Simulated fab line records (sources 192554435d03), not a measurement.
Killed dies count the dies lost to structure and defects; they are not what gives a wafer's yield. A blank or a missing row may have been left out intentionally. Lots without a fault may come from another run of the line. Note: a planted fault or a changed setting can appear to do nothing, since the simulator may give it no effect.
A lot that was struck, set against a sound lot    flow n5_finfet    36 out of 1938 route steps
Sound: wafers L112.2, L112.3, L112.5. The struck wafers were L115.1, L115.4, L115.5. The cause is given at the end.
At each step with rows: each side's tool, then ch and its chambers, then its first start. Under that, the readings that differ: sound wafers    struck wafers    difference of the means    sigmas: that difference in standard deviations of wafers without a fault.
alike: readings with means less than 2 such deviations apart, plus words and numbers identical on both sides. not compared: withheld readings, readings lacking a value on some wafer, bounds such as >300 that could conceal the same value, and numbers that have no deviation in the record and whose values overlap.
The two part at a step that has a row with sigmas, a row that says differs or no value, or rows on one side only. Numbers that have no deviation but don't overlap get no sigmas and don't part them. Lack of a reading on every wafer of one side parts them only where that side has two or more wafers.

first, 9 steps without rows for these wafers: N5_SD_EPI_N_DEVELOP_08 (develop time 30 s); N5_SD_EPI_N_DESCUM_14 (chemistry O2, time 7.9 s); N5_SD_EPI_N_ETCH_34 (etches SiARC in CF4, target depth 45.5 nm, time 75.8 s); N5_SD_EPI_N_ETCH_35 (etches SOC in N2/H2, overetch 108 nm, time 486 s); N5_SD_EPI_N_STRIP_36 (strips in N2/H2); N5_SD_EPI_N_ETCHBACK_44 (etches SiNx in CH3F/O2, stops on SiO2, target depth 14.5 nm); N5_SD_EPI_N_ETCH_45 (etches SiOCN in CH3F/O2, target depth 6 nm); N5_SD_EPI_N_ETCH_16 (etches SiO2 in CHF3/O2, target depth 5 nm); N5_SD_EPI_N_STRIP_47 (strips in CHF3/O2).
N5_SD_EPI_N_SD_RECESS_17: chemistry HBr/Cl2/O2, target depth 41 nm, time 23.7 s, bt time 3 s.
  sound on rie_si-02 ch 1,3, day 6 08:35; struck on rie_si-05 ch 0,1,3, day 7 00:56
  no value came back on the struck wafers for any of 6 readings (HBr_flow_sccm (sccm), O2_flow_sccm (sccm) and others); on the sound wafers HBr_flow_sccm (sccm) reads 149.7 149.9 149.5
reading                                  sound       struck             difference  sigmas
model.Si_of_WELL_APT_EPI_41.thk_nm (nm)  10 7.6 9.6  50.74 50.33 50.23  +41.37      
  not compared: rf_hours_counter_h
then, 2 steps without rows for these wafers: N5_SD_EPI_N_STRIP_38 (strips in N2/H2); N5_SD_EPI_N_WET_ETCH_43 (etches SiO2 in dHF, time 14 s, target depth 1.5 nm).
N5_SD_EPI_N_STRIP_18: strips in SPM, time 750 s.
  sound on wet_bench-03 ch 1,6,7, day 6 08:47; struck on wet_bench-03 ch 0,3,6, day 7 01:07
reading                                  sound        struck        difference  sigmas
model.Si_of_WELL_APT_EPI_41.thk_nm (nm)  9.6 7.2 9.2  50.4 50 49.8  +41.4       
then, 21 steps without rows for these wafers: N5_SD_EPI_N_SRD_20 (time 30 s); N5_SD_EPI_N_PRECLEAN_48 (cleans in NF3:NH3, afs cycles 2, time 20 s, sublimation time 60 s); N5_SD_EPI_N_VAPOR_ETCH_50 (etches Si in HCl, time 54 s); N5_SD_EPI_N_EPI_21 (deposits Si:P, time 690 s); N5_SD_EPI_N_PRECLEAN_24 (cleans in O3/DIW, time 60 s); N5_SD_EPI_N_SRD_25 (time 30 s); N5_SD_EPI_N_PRECLEAN_49 (cleans in NF3:NH3, afs cycles 1, time 20 s, sublimation time 60 s); N5_SD_EPI_N_LINER_46 (material SiNx, target thk 3 nm); N5_SD_EPI_P_COAT_34 (time 60 s, resist thk 350 nm); N5_SD_EPI_P_COAT_35 (time 60 s, resist thk 35 nm); N5_SD_EPI_P_COAT_03 (resist thk 150 nm); N5_SD_EPI_P_EBR_05; N5_SD_EPI_P_SOFTBAKE_04 (time 60 s); N5_SD_EPI_P_EXPOSE_06 (exposes mask SD P BLK, target cd 240 nm); N5_SD_EPI_P_PEB_07 (peb time 60 s); N5_SD_EPI_P_DEVELOP_08 (develop time 30 s); N5_SD_EPI_P_DESCUM_14 (chemistry O2, time 7.9 s); N5_SD_EPI_P_ETCH_36 (etches SiARC in CF4, target depth 45.5 nm, time 75.8 s); N5_SD_EPI_P_ETCH_37 (etches SOC in N2/H2, overetch 108 nm, time 486 s); N5_SD_EPI_P_STRIP_38 (strips in N2/H2); N5_SD_EPI_P_ETCHBACK_46 (etches SiNx in CH3F/O2, stops on SiO2, target depth 17.5 nm).
-- the record jumps here: 5 days lie between the struck wafers' starts before and after (it left off in module SD_EPI_P and takes up again in module BEOL_M4, whose first step shown is number 1111 of the route) --
N5_BEOL_M4_RC_MEAS_101:
  sound on prober-01 ch 0, day 11 16:01; struck on prober-01 ch 0, day 12 00:14
reading              sound                       struck                      difference  sigmas
CJ_N                 4.21 4.45 4.25              2.54 2.54 2.52              -1.77       -18
DIBL_N (mV/V)        36.8 40.6 39.8              28.7 26.7 26.5              -11.8       -6
IOFF_N (nA/um)       0.16 0.24 0.21              0.03 0.02 0.02              -0.18       -5
IOFF_N_85C (nA/um)   3.2 4.4 3.9                 0.7 0.6 0.6                 -3.2        -6
IOFF_N_LIN (nA/um)   0.079 0.103 0.092           0.017 0.015 0.015           -0.076      -5
IOFF_N_LONG (nA/um)  5.64e-05 5.81e-05 5.72e-05  4.93e-05 5.04e-05 4.95e-05  -7.50e-06   -3
ION_N (uA/um)        687 693 682                 275 270 268                 -416        -30
REXT_N (ohm.um)      80.0 77.2 80.1              116.2 115.7 116.4           +37.0       +21
SS_N (mV/dec)        72.1 72.9 72.6              70.5 69.8 70.1              -2.4        -4
VT_N (mV)            248 243 248                 290 292 287                 +43         +11
VT_N_LVT (mV)        96 93 94                    142 144 144                 +49         +13
  alike: DIBL_P, IOFF_P, ION_P, SS_P, VT_P
-- here the record skips 5 days between the struck wafers' starts before and after, leaving off in module BEOL_M4 and picking up in module PASSIVATION (first step shown: number 1936 of the route) --
N5_PASSIVATION_PROBE_49:
  sound on prober-02, day 15 17:20; struck on prober-01, day 16 19:05
reading               sound  struck             difference  sigmas
killed_on_rim         9      11 18 22           +8          +2
sort_bin_8_speed (%)  0      89.75 88.98 90.51  +89.75      +99 or more
sort_n_pass           1064   0 0 0              -1064       -63
sort_yield_pct (%)    90.2   0 0 0              -90         -64
  alike: defect_limited_yield, killed_at_M0_to_M3, killed_at_M4_up, killed_at_contacts, killed_at_front_end, killed_at_other, killed_dies, killed_open, killed_short, sort_bin_5_function, sort_bin_6_memory

## WHERE THEY PART
At N5_SD_EPI_N_SD_RECESS_17 first; at N5_PASSIVATION_PROBE_49 last (within this record only).

WHY: the cause the simulator had injected
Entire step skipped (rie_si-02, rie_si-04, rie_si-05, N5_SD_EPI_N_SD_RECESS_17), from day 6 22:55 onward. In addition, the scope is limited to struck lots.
